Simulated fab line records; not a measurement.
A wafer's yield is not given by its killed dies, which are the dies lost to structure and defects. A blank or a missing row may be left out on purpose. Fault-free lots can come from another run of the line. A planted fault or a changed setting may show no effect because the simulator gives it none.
Which tool was responsible? -- flow nandHarc -- 36 wafers from 12 lots sampled at 6 of the route's 1302 steps

WHAT THE GAUGES SHOWED, per wafer
NHARC_A_ONON_D1_THK_MEAS_08: measures by ellipsometry.
lot,measured,on,thkNm (nm)
L599,day 8 22:45,filmMetro-01,1013 1013 1015
L600,day 9 16:11,filmMetro-02,1009 1007 1008
L602,day 10 05:46,filmMetro-02,1002 1000 1000
L606,day 12 02:14,filmMetro-02,1005 1006 1006
L608,day 12 19:16,filmMetro-01,999 999 998
L609,day 13 05:36,filmMetro-02,993 993 994
L611,day 13 19:57,filmMetro-02,992 990 993
L613,day 14 21:54,filmMetro-02,1003 1005 1004
L614,day 15 08:07,filmMetro-02,1001 1001 1002
L615,day 15 11:41,filmMetro-02,1008 1007 1010
L616,day 16 05:27,filmMetro-02,993 992 993
L618,day 17 05:46,filmMetro-01,995 995 996

NHARC_A_ONON_D1_THK_MEAS_34: measures by ellipsometry.
lot,measured,on,thkNm (nm)
L599,day 9 10:21,filmMetro-01,196.7 197.0 198.7
L600,day 10 03:51,filmMetro-01,198.1 196.9 198.2
L602,day 10 17:21,filmMetro-02,198.8 203.2 199.0
L606,day 12 14:23,filmMetro-01,200.4 201.9 204.5
L608,day 13 06:50,filmMetro-02,196.9 197.0 199.8
L609,day 13 17:20,filmMetro-02,197.1 200.8 196.9
L611,day 14 12:51,filmMetro-01,195.9 195.8 200.0
L613,day 15 09:52,filmMetro-02,201.4 202.8 200.4
L614,day 15 19:37,filmMetro-02,201.7 199.9 201.8
L615,day 15 23:23,filmMetro-02,200.3 201.7 203.1
L616,day 17 00:19,filmMetro-01,198.5 204.4 204.7
L618,day 17 21:48,filmMetro-01,197.8 198.7 200.2

NHARC_A_CHANNEL_HOLE_D1_CD_MEAS_10 targets a cd of 100 nm.
lot,measured,on,cdNm (nm)
L599,day 9 13:16,cdSem-01,99.5 100.4 100.3
L600,day 10 06:45,cdSem-01,99.6 100.4 100.1
L602,day 10 20:10,cdSem-02,99.4 99.7 99.8
L606,day 12 17:11,cdSem-02,100.6 99.9 99.8
L608,day 13 10:31,cdSem-02,96.4 96.6 96.6
L609,day 13 22:29,cdSem-01,97.4 97.2 97.2
L611,day 14 15:43,cdSem-03,97.7 97.2 98.1
L613,day 15 16:20,cdSem-01,97.8 97.9 98.4
L614,day 15 22:24,cdSem-02,100.5 99.5 99.9
L615,day 16 04:03,cdSem-02,100.3 99.3 99.8
L616,day 17 07:21,cdSem-02,99.4 100.2 100.3
L618,day 18 01:16,cdSem-03,100.4 100.7 100.5

NHARC_END_SORT_01.
lot,measured,on,killedAtArray,killedAtOther,killedAtPeriphery,killedDies,killedOpen,killedShort
L599,day 26 05:37,prober-02,27 29 23,0 2 1,6 3 4,33 34 28,1 2 1,2 5 3
L600,day 25 22:41,prober-01,40 48 44,6 3 4,7 1 4,53 52 52,4 2 6,5 2 0
L602,day 27 06:28,prober-02,58 46 51,1 1 1,4 5 6,63 52 58,2 3 1,3 2 1
L606,day 29 13:04,prober-02,52 70 48,0 0 0,5 8 5,57 78 53,2 5 2,4 4 2
L608,day 30 01:15,prober-02,41 46 43,0 0 1,4 4 4,45 50 48,1 2 3,3 2 1
L609,day 30 00:29,prober-01,55 53 54,1 0 0,8 3 3,64 56 57,4 2 3,4 1 2
L611,day 31 12:18,prober-02,47 38 46,2 1 0,0 0 0,49 39 46,1 2 2,1 3 4
L613,day 32 23:23,prober-02,55 65 69,0 0 0,5 6 4,60 71 73,2 3 2,2 3 2
L614,day 32 15:40,prober-01,26 30 29,0 0 0,3 8 5,29 38 34,2 3 2,0 0 3
L615,day 32 07:05,prober-01,92 94 98,0 1 1,12 9 7,104 104 106,0 1 2,1 5 4
L616,day 33 06:38,prober-01,31 37 41,1 0 0,3 4 7,35 41 48,3 2 4,3 2 1
L618,day 33 21:49,prober-01,50 45 54,2 2 5,5 3 3,57 50 62,4 5 6,3 3 0

WHAT TOOL EACH LOT RAN ON (gives the tool, then ch and the chambers of the sampled wafers, and finally the start)
lot,NHARC_A_CHANNEL_HOLE_D1_EXPOSE_07,NHARC_A_CHANNEL_HOLE_D1_ETCH_34
L599,"arfiScanner-02 ch 0, day 9 13:08","rieDiel-10 ch 0,2,3, day 26 05:37 or earlier"
L600,"arfiScanner-02 ch 0, day 10 06:37","rieDiel-10 ch 0,1,3, day 25 22:41 or earlier"
L602,"arfiScanner-03 ch 0, day 10 20:01","rieDiel-10 ch 0,2,3, day 27 06:28 or earlier"
L606,"arfiScanner-03 ch 0, day 12 17:02","rieDiel-10 ch 2,3, day 29 13:04 or earlier"
L608,"arfiScanner-03 ch 0, day 13 10:23","rieDiel-10 ch 0,2,3, day 30 01:15 or earlier"
L609,"arfiScanner-03 ch 0, day 13 22:20","rieDiel-10 ch 1,3, day 30 00:29 or earlier"
L611,"arfiScanner-03 ch 0, day 14 15:35","rieDiel-10 ch 0,1,2, day 31 12:18 or earlier"
L613,"arfiScanner-03 ch 0, day 15 16:12","rieDiel-10 ch 2,3, day 32 23:23 or earlier"
L614,"arfiScanner-02 ch 0, day 15 22:16","rieDiel-12 ch 2,3, day 32 15:40 or earlier"
L615,"arfiScanner-02 ch 0, day 16 03:55","rieDiel-10 ch 1,2,3, day 32 07:05 or earlier"
L616,"arfiScanner-02 ch 0, day 17 07:13","rieDiel-10 ch 1,2, day 33 06:38 or earlier"
L618,"arfiScanner-01 ch 0, day 18 01:07","rieDiel-10 ch 0,1, day 33 21:49 or earlier"
- NHARC_A_CHANNEL_HOLE_D1_EXPOSE_07: exposes mask HOLE D1, target cd 100 nm.
- NHARC_A_CHANNEL_HOLE_D1_ETCH_34: etches the open film in CF4/CHF3, target depth 154 nm, time 77 s.

WHAT THE TOOLS THEMSELVES READ (means of the sampled wafers that have a number; where no wafer has one, the mark that the record gives instead)
NHARC_A_CHANNEL_HOLE_D1_EXPOSE_07.
lot,tool,exposureDoseMJCm2
L599,arfiScanner-02,59.61
L600,arfiScanner-02,59.64
L602,arfiScanner-03,59.61
L606,arfiScanner-03,59.72
L608,arfiScanner-03,55.21
L609,arfiScanner-03,56.09
L611,arfiScanner-03,56.80
L613,arfiScanner-03,57.40
L614,arfiScanner-02,59.66
L615,arfiScanner-02,59.60
L616,arfiScanner-02,59.70
L618,arfiScanner-01,59.66

NHARC_A_CHANNEL_HOLE_D1_ETCH_34.
lot,tool,cf4FlowSccm (sccm),drypumpMotorCurrentA (A),oesProductAu (a.u.),rfVppV (V),showerheadPlenumPTorr (Torr),throttleValvePct (%)
L599,rieDiel-10,100.3,6.0,0.968,370.1,1.56,16.800
L600,rieDiel-10,99.9,5.8,0.923,371.4,1.59,16.797
L602,rieDiel-10,100.0,6.0,0.924,370.3,1.56,16.805
L606,rieDiel-10,99.9,6.1,0.968,370.7,1.59,16.801
L608,rieDiel-10,100.2,6.0,0.976,370.4,1.56,16.801
L609,rieDiel-10,100.3,5.7,0.921,372.4,1.61,16.809
L611,rieDiel-10,99.9,5.8,0.918,370.1,1.55,16.817
L613,rieDiel-10,99.6,6.1,0.922,371.2,1.59,16.801
L614,rieDiel-12,99.9,5.4,0.998,371.2,1.56,16.803
L615,rieDiel-10,100.1,5.9,0.966,371.5,1.58,16.800
L616,rieDiel-10,99.9,5.6,0.925,370.8,1.58,16.802
L618,rieDiel-10,99.9,5.7,0.926,369.9,1.55,16.809

THE ANSWER, worked out from the rows above alone
Rule: the usual values come from the lots themselves. Put in order of their means at a reading, lots are off if they are a third of the lots or fewer, leave a main group of 4 or more, and stand apart from it by a gap of 3 or more times the standard deviation of the main group's means; of several such gaps the widest counts. Not used: any main group whose means are identical at the precision the tables above print for the reading. A lot without any number at a reading at which 4 lots or more have one is off too. Any other lot the step has rows for is counted as sound. Order of review: gauges by route order, followed by the tools' own readings, for which a lot's mean as printed above is used. At the first step where some lot is off, the reading lying furthest off is the one used; lots without a number count as furthest.
Off: L608, L609, L611, L613 (NHARC_A_CHANNEL_HOLE_D1_CD_MEAS_10, cdNm). The main group: mean 100.0 nm, standard deviation 0.24.
If a tool, at a process step before that reading, ran all the lots that are off and no sound lot after the first of them, it fits. The gauges at NHARC_A_CHANNEL_HOLE_D1_CD_MEAS_10 aren't tried: what is off there is off at NHARC_A_CHANNEL_HOLE_D1_EXPOSE_07 too, on other tools, and a gauge's error can't cause that. One candidate fits, namely arfiScanner-03 at NHARC_A_CHANNEL_HOLE_D1_EXPOSE_07. A fault onset in the window from L606 (day 12 17:02, its last sound lot) to L608 (day 13 10:23, its first lot off) fits.
On the lots that are off, the tool's own readings at NHARC_A_CHANNEL_HOLE_D1_EXPOSE_07 differ by more than 5 times the standard deviation of the sound lots' means, which bears it out; exposureDoseMJCm2 reads 56.38 there versus 59.65 on the sound lots.

WHAT THE SIMULATOR PUT IN
Drift in process parameters on arfiScanner-03 at NHARC_A_CHANNEL_HOLE_D1_EXPOSE_07, starting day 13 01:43. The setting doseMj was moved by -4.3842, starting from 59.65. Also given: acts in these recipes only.
Shown lots that were struck: L608, L609, L611, L613. Same finding as the rule above.
